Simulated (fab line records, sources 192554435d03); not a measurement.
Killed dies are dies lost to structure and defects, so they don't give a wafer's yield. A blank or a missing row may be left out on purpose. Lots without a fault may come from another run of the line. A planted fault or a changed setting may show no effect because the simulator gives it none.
fab line records | flow n5_finfet
record lots=11 wafers=33 last_day=17
route steps=1938 shown BEOL_M10@1521 BEOL_M11@1538 PASSIVATION@1936
lots that met no fault: from a run of the same line without faults
start_h: hours from the record's first day to the start of the lot's first wafer shown | wait_h: hours since the lot's step before | " the same as in the row above | L1.1+2: a row that stands for several wafers | - no value, or no start given | * or withheld: withheld | < > ~ a bound
route shown NAME@n: a module of which the file shows steps, and the number in the route of the first | usual: mean/standard deviation of fault-free wafers | same: alike in all rows | chamber/n: place in a boat | sites: the reading at each site | _std_site: their standard deviation | _edge_site: outer sites' mean less inner sites' | radius_mm: how far each site lies from the wafer's centre | mask NAME#n: copy n | behind: the tool/chamber that last shaped the wafer | hold: why the lot was held/for how many hours/how that ended | device: the transistor (n, p or np) that didn't switch | end of line: the same wafers' tests at the end of the route | a step without rows: its recipe alone | killed: dies lost to structure and defects at the first sort, not the wafer's yield | map: a wafer's dies, x killed, . not, _ none there
set.NAME: the setting as run; set.NAME@STEP: as run at that earlier step | model.NAME: the simulator's own value behind a step, which no gauge read
steps of the route over a sample of lots; a table a step, a row a wafer
services: from which hour (start_h, from the record's first day; less than 0 if before it) a tool's chamber was out of use, for how many hours, and why
## steps
# step N5_BEOL_M10_CURE_72
# recipe temp_c=370 time_s=120 ambient=DMADMS/He material=SiCOH_lowk
# usual lamp_power_pct=52.31/0.051 wafer_temp_C_max=371.9/0.54
# columns lot.wafer tool chamber start_h wait_h lamp_power_pct wafer_temp_C_max
L102.1 uv_cure-03 0 220.54 0.0 52.22 372.4
L102.3 " 0 " " 52.33 371.7
L102.6 " 0 " " 52.36 372.2
L104.1 uv_cure-02 0 231.66 0.0 52.34 371.3
L104.2 " 0 " " 52.32 371.3
L104.5 " 0 " " 52.34 372.2
L103.1 uv_cure-03 2 232.23 0.1 52.35 372.4
L103.3 " 2 " " 52.31 371.8
L103.5 " 2 " " 52.41 372.1
L106.2 uv_cure-03 1 251.95 0.1 52.37 371.0
L106.4 " 1 " " 52.29 370.9
L106.5 " 1 " " 52.30 371.3
L109.2 uv_cure-03 0 271.68 0.1 52.30 371.2
L109.3 " 0 " " 52.37 371.9
L109.6 " 0 " " 52.36 371.3
L118.1 uv_cure-01 1 330.53 0.0 52.29 372.4
L118.2 " 1 " " 52.25 371.8
L118.6 " 1 " " 52.34 371.8
L119.1 uv_cure-02 2 340.18 0.4 52.35 372.5
L119.2 " 2 " " 52.29 372.3
L119.3 " 2 " " 52.22 373.3
L122.1 uv_cure-01 1 347.10 0.0 52.29 372.1
L122.4 " 1 " " 52.33 372.3
L122.5 " 1 " " 52.33 372.6
L120.3 uv_cure-03 0 349.81 0.1 52.37 371.8
L120.4 " 0 " " 52.26 372.0
L120.6 " 0 " " 52.32 372.6
L121.1 uv_cure-01 0 351.71 0.0 52.22 371.6
L121.4 " 0 " " 52.27 371.5
L121.6 " 0 " " 52.25 371.3
L123.3 uv_cure-03 2 364.53 0.1 52.22 372.1
L123.4 " 2 " " 52.22 372.1
L123.6 " 2 " " 52.28 371.8
# step N5_BEOL_M11_THK_MEAS_01
# recipe reads=SiCOH_lowk_of_BEOL_M11_ILD_DEP_00
# usual M11_ILD_THK=267/3.2
# columns lot.wafer tool chamber start_h wait_h M11_ILD_THK[nm]
L102.1 film_metro-02 - 223.55 0.4 269
L102.3 " - " " 275
L102.6 " - " " 273
L104.1 film_metro-02 - 236.07 0.4 265
L104.2 " - " " 267
L104.5 " - " " 268
L103.1 film_metro-02 - 237.16 0.8 263
L103.3 " - " " 269
L103.5 " - " " 271
L106.2 film_metro-01 - 255.00 0.4 263
L106.4 " - " " 271
L106.5 " - " " 269
L109.2 film_metro-02 - 274.56 0.4 266
L109.3 " - " " 268
L109.6 " - " " 270
L118.1 film_metro-01 - 333.31 0.4 266
L118.2 " - " " 264
L118.6 " - " " 270
L119.1 film_metro-02 - 343.77 0.4 260
L119.2 " - " " 261
L119.3 " - " " 263
L122.1 film_metro-02 - 349.79 0.4 263
L122.4 " - " " 266
L122.5 " - " " 265
L120.3 film_metro-01 - 354.18 0.3 268
L120.4 " - " " 270
L120.6 " - " " 272
L121.1 film_metro-01 - 354.99 0.4 267
L121.4 " - " " 267
L121.6 " - " " 266
L123.3 film_metro-01 - 367.73 0.3 262
L123.4 " - " " 268
L123.6 " - " " 266
# step N5_BEOL_M11_PECVD_70
# recipe material=SiO2 target_thk_a=200 temp_c=400 precursor=TEOS/O2 pressure_torr=5.5 rf_w=450 teos_flow_sccm=53.8 gas=O2 flow_sccm=3000 time_s=22.7
# usual heater_power_outer_w=392/48 heater_power_w=668/57 showerhead_plenum_p_Torr=8.77/0.057 susceptor_temp_C=399.99/0.22 throttle_valve_pct=22.6/1.6
# columns lot.wafer tool chamber start_h wait_h heater_power_outer_w heater_power_w showerhead_plenum_p_Torr susceptor_temp_C throttle_valve_pct
L102.1 pecvd-04 0 223.59 0.0 304 597 8.86 399.62 23.5
L102.3 " 2 " " 435 682 8.78 399.82 20.7
L102.6 " 2 " " 439 683 8.80 399.72 20.7
L104.1 pecvd-02 1 236.11 0.0 378 653 8.80 399.55 24.7
L104.2 " 0 " " 420 697 8.67 400.07 24.0
L104.5 " 2 " " 432 685 8.71 399.97 22.4
L103.1 pecvd-02 2 237.20 0.0 382 662 8.70 400.31 22.6
L103.3 " 1 " " 321 590 8.83 400.25 24.9
L103.5 " 1 " " 326 603 8.84 400.31 24.9
L106.2 pecvd-02 0 255.04 0.0 326 582 8.69 400.07 24.0
L106.4 " 0 " " 338 583 8.69 400.23 24.0
L106.5 " 1 " " 315 575 8.84 399.52 24.9
L109.2 pecvd-04 1 274.59 0.0 454 756 8.77 399.91 23.6
L109.3 " 0 " " 301 574 8.83 399.87 24.1
L109.6 " 0 " " 295 574 8.80 400.14 24.1
L118.1 pecvd-03 2 333.34 0.0 424 688 8.68 400.21 19.4
L118.2 " 1 " " 442 727 8.77 400.03 22.1
L118.6 " 1 " " 442 726 8.78 400.36 22.4
L119.1 pecvd-02 2 343.81 0.0 366 614 8.72 399.97 23.1
L119.2 " 0 " " 412 700 8.68 399.63 24.0
L119.3 " 1 " " 333 618 8.80 399.91 24.9
L122.1 pecvd-04 2 349.83 0.0 440 686 8.80 399.70 20.9
L122.4 " 2 " " 442 689 8.77 399.81 20.9
L122.5 " 0 " " 369 651 8.81 399.65 24.0
L120.3 pecvd-02 1 354.24 0.1 369 672 8.82 399.88 24.6
L120.4 " 0 " " 391 646 8.69 399.90 23.9
L120.6 " 0 " " 386 641 8.69 399.71 23.7
L121.1 pecvd-04 2 355.03 0.0 445 683 8.79 399.97 20.8
L121.4 " 0 " " 357 637 8.80 400.29 23.9
L121.6 " 1 " " 481 772 8.78 399.79 23.7
L123.3 pecvd-03 1 367.77 0.0 404 659 8.78 400.05 21.9
L123.4 " 2 " " 463 757 8.68 399.76 19.5
L123.6 " 1 " " 416 677 8.78 399.94 21.9
# step N5_BEOL_M11_COAT_60
# recipe resist=SiARC temp_c=220 time_s=60 spin_rpm=1500 resist_thk_nm=30
# usual resist_line_temp_C=23.00/0.11 spin_speed_rpm=1500.0/1.1
# columns lot.wafer tool chamber start_h wait_h resist_line_temp_C spin_speed_rpm
L102.1 litho_track-03 0 224.67 - 22.92 1498.6
L102.3 " 0 " " 22.93 1500.3
L102.6 " 0 " " 22.89 1499.2
L104.1 litho_track-05 0 236.96 - 22.96 1499.9
L104.2 " 0 " " 22.93 1499.4
L104.5 " 0 " " 23.08 1500.2
L103.1 litho_track-02 0 239.19 - 23.09 1500.3
L103.3 " 0 " " 23.03 1498.6
L103.5 " 0 " " 23.16 1497.9
L106.2 litho_track-05 0 255.23 - 22.95 1423.8
L106.4 " 0 " " 23.06 1423.1
L106.5 " 0 " " 23.10 1423.6
L109.2 litho_track-05 0 276.24 - 22.88 1424.0
L109.3 " 0 " " 22.99 1424.8
L109.6 " 0 " " 22.96 1424.5
L118.1 litho_track-05 0 334.75 - 23.03 1500.1
L118.2 " 0 " " 22.96 1500.1
L118.6 " 0 " " 22.91 1500.9
L119.1 litho_track-05 0 344.47 - 22.99 1499.9
L119.2 " 0 " " 22.89 1500.2
L119.3 " 0 " " 22.97 1500.2
L122.1 litho_track-05 0 351.92 - 23.11 1499.7
L122.4 " 0 " " 23.16 1499.0
L122.5 " 0 " " 23.20 1499.4
L120.3 litho_track-05 0 355.96 - 23.03 1500.8
L120.4 " 0 " " 23.10 1500.7
L120.6 " 0 " " 23.06 1499.9
L121.1 litho_track-02 0 356.02 - 23.01 1499.6
L121.4 " 0 " " 23.00 1501.8
L121.6 " 0 " " 23.07 1500.4
L123.3 litho_track-03 0 370.59 - 23.02 1500.6
L123.4 " 0 " " 23.06 1502.2
L123.6 " 0 " " 22.76 1501.2
# step N5_PASSIVATION_PROBE_49
# usual defect_limited_yield=91.3/1.4 killed_at_M0_to_M3=35/11 killed_at_M4_up=14/5.4 killed_at_contacts=12/6.2 killed_at_front_end=38/11 killed_at_other=4.1/2.8 killed_dies=103/17 killed_open=66/13 killed_short=34/8.2 sort_bin_5_function=5.1/0.89 sort_bin_6_memory=3.3/0.72 sort_n_pass=1077/17 sort_yield_pct=91.3/1.4
# same gross_dies=1180 killed_at_back_side=0 sort_bin_4_leakage[%]=0 sort_bin_8_speed[%]=0
# columns lot.wafer tool chamber start_h wait_h defect_limited_yield[%] killed_at_M0_to_M3 killed_at_M4_up killed_at_contacts killed_at_front_end killed_at_other killed_dies killed_open killed_short sort_bin_5_function[%] sort_bin_6_memory[%] sort_n_pass sort_yield_pct[%]
L102.1 prober-02 - 266.51 0.0 90.9 39 23 16 28 1 107 77 28 4.9 3.7 1073 90.9
L102.3 prober-02 - 266.61 0.1 87.8 57 21 13 48 5 144 93 47 7.2 4.4 1036 87.8
L102.6 prober-02 - 266.76 0.3 90.8 30 19 10 48 2 109 75 26 5.6 3.5 1071 90.8
# killed by level:class
L102.1 STI_FIN_REVEAL:geometric_particle:open=13 MOL_CONTACT_COAG:geometric_particle:open=13 BEOL_M4:geometric_particle:open=13 BEOL_M1:geometric_particle:open=9 BEOL_M2:geometric_particle:open=7 BEOL_M0_SAQP:geometric_particle:open=6 BEOL_M3:geometric_particle:open=6 STI_FIN_REVEAL:geometric_particle:short=4
L102.3 BEOL_M3:geometric_particle:open=13 STI_FIN_REVEAL:geometric_particle:open=11 MOL_CONTACT_COAG:geometric_particle:open=10 BEOL_M0_SAQP:geometric_particle:open=9 BEOL_M0_SAQP:geometric_particle:short=9 FIN_SAQP:geometric_particle:short=8 BEOL_M4:geometric_particle:open=8 BEOL_M1:geometric_particle:open=7
L102.6 STI_FIN_REVEAL:geometric_particle:open=18 MOL_CONTACT_COAG:geometric_particle:open=10 FIN_SAQP:geometric_particle:open=7 BEOL_M1:geometric_particle:open=7 FIN_SAQP:geometric_particle:short=6 BEOL_M0_SAQP:geometric_particle:short=5 BEOL_M4:geometric_particle:open=5 BEOL_M3:geometric_particle:open=4
## services
# columns tool chamber start_h hours kind
uv_cure-01 - 197.76 1.0 pm
pecvd-03 2 198.64 13.5 repair
litho_track-02 - 209.98 - consumable_replace:filter
pecvd-03 2 212.18 - clean
pecvd-03 2 212.18 - consumable_replace:showerhead
pecvd-03 2 212.18 29.0 scheduled_down
pecvd-03 2 212.18 29.0 vent_cycle
uv_cure-01 - 213.00 2.8 pm
pecvd-02 2 215.15 5.5 scheduled_down
uv_cure-03 - 249.33 2.1 pm
pecvd-04 - 249.40 0.3 repair
pecvd-03 1 266.26 5.0 scheduled_down
pecvd-04 0 267.41 5.0 scheduled_down
pecvd-02 - 274.24 0.2 repair
pecvd-02 - 274.66 5.5 pm
uv_cure-02 - 286.34 2.8 pm
pecvd-04 - 292.55 1.2 repair
pecvd-03 - 294.43 10.2 repair
uv_cure-02 - 297.02 10.8 repair
pecvd-03 1 305.58 - calibration
uv_cure-01 - 334.80 7.5 pm
uv_cure-01 - 342.35 2.1 pm
pecvd-02 2 349.91 6.0 repair
litho_track-03 - 352.33 - consumable_replace:filter
## key
first_sign step=N5_BEOL_M11_COAT_60 reading=spin_speed_rpm direction=down sigmas=68 usual=* struck=*
effect none on later readings
met_at N5_BEOL_M11_COAT_60
struck_lots L106,L109
not_acting_at N5_BEOL_M10_CURE_72,N5_BEOL_M11_THK_MEAS_01,N5_BEOL_M11_PECVD_70
onset_between 236.96 255.23
fault kind=process_parameter_drift tool=litho_track-05 chamber=- onset_h=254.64 steps=N5_BEOL_M11_COAT_60 channel=spin_rpm offset=* shape=step end_h=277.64 acts_in=* stated=*
